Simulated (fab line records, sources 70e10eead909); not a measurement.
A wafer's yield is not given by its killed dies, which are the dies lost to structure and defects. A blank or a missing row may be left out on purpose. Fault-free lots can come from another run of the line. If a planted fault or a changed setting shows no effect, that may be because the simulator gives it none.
Problem report in the 8D (eight disciplines) form, filled by code | flow nand-harc | the parts of the form that need people (team, actions taken, sign-off) are left out

1. WHAT IS WRONG
heater-power-total-W at NHARC_P_GATE_SOFTBAKE_21 reads a mean of 213.91 W on 6 wafers of 2 lots; wafers without a fault read 188.46 W with a standard deviation of 0.14. So: +99 or more standard deviations from the usual mean.
The step: time 55 s.
Earliest sighting: wafer L742.1 on litho-track-01 at day 10 10:00. At this step, 18 wafers from 6 lots have a number in the record. The rule behind "out" and "out of limits": a value lying over 4 standard deviations away from the usual mean. The rest of the wafers with a number are treated as sound.

2. WHAT IT IS, WHAT IT ISN'T
question                    | is                     | is not
which readings at this step | heater-power-total-W   | -
which lots                  | L742, L743             | L730, L731, L748, L750
which wafers of those lots  | all that have a number | -
read on which tools         | litho-track-01         | litho-track-04, litho-track-06
when                        | from day 10 10:00      | up to then (6 sound wafers); but 6 sound wafers of L748, L750 came after

3. WHAT RULES OUT EACH SUSPECT
Counting: a tool at a process step up to the reading stays a suspect if it ran every lot that is out and no sound lot after the first of them.
- rie-diel-09 at NHARC_P_GATE_DESCUM_13 (chemistry O2, time 3 s): ruled out as a lasting fault. Sound lots L748 ran on it after its first lot that is out, L742 (day 9 16:20).
- litho-track-01 at NHARC_P_GATE_SOFTBAKE_21 (time 55 s): kept. Every lot that is out went through it, starting with L742 (day 10 10:00), and after that it ran no sound lot; the last sound lot it ran before then is L730 (day 5 09:00). Its own heater-power-total-W readings are out on those wafers.
Remaining after the count: litho-track-01 at NHARC_P_GATE_SOFTBAKE_21.

4. THE CAUSE (what the simulator had put in)
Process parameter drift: litho-track-01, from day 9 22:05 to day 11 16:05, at NHARC_P_GATE_SOFTBAKE_21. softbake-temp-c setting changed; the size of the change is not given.
After counting, this tool was the only one left.

5. SEQUENCE OF EFFECTS, ordered by route
One row per reading whose mean, taken over the struck wafers that have a number, lies over 3 standard deviations from the usual. Only readings whose record carries a usual standard deviation are examined. hours: median over the lots of the time between each lot's start at the first step of this table that gives one and its start at this step. sigmas: the change, counted in usual standard deviations.
hours | step                     | reading              | usual    | on struck wafers | change | sigmas
0     | NHARC_P_GATE_SOFTBAKE_21 | heater-power-total-W | 188.46 W | 213.91           | +25.45 | +99 or more
The process steps in it:
- NHARC_P_GATE_SOFTBAKE_21: time 55 s.
At these later measuring or inspecting steps, every struck wafer for which the step has a row has a number for every such reading, and none has moved that far: NHARC_P_GATE_CD_MEAS_26, NHARC_P_GATE_OVL_MEAS_27, NHARC_P_GATE_INSPECT_28, NHARC_END_SORT_01.

6. WHAT WOULD HAVE CAUGHT IT SOONER
The fault began at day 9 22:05; the first out-of-limits reading in this record came at day 10 10:00, 12 hours later.
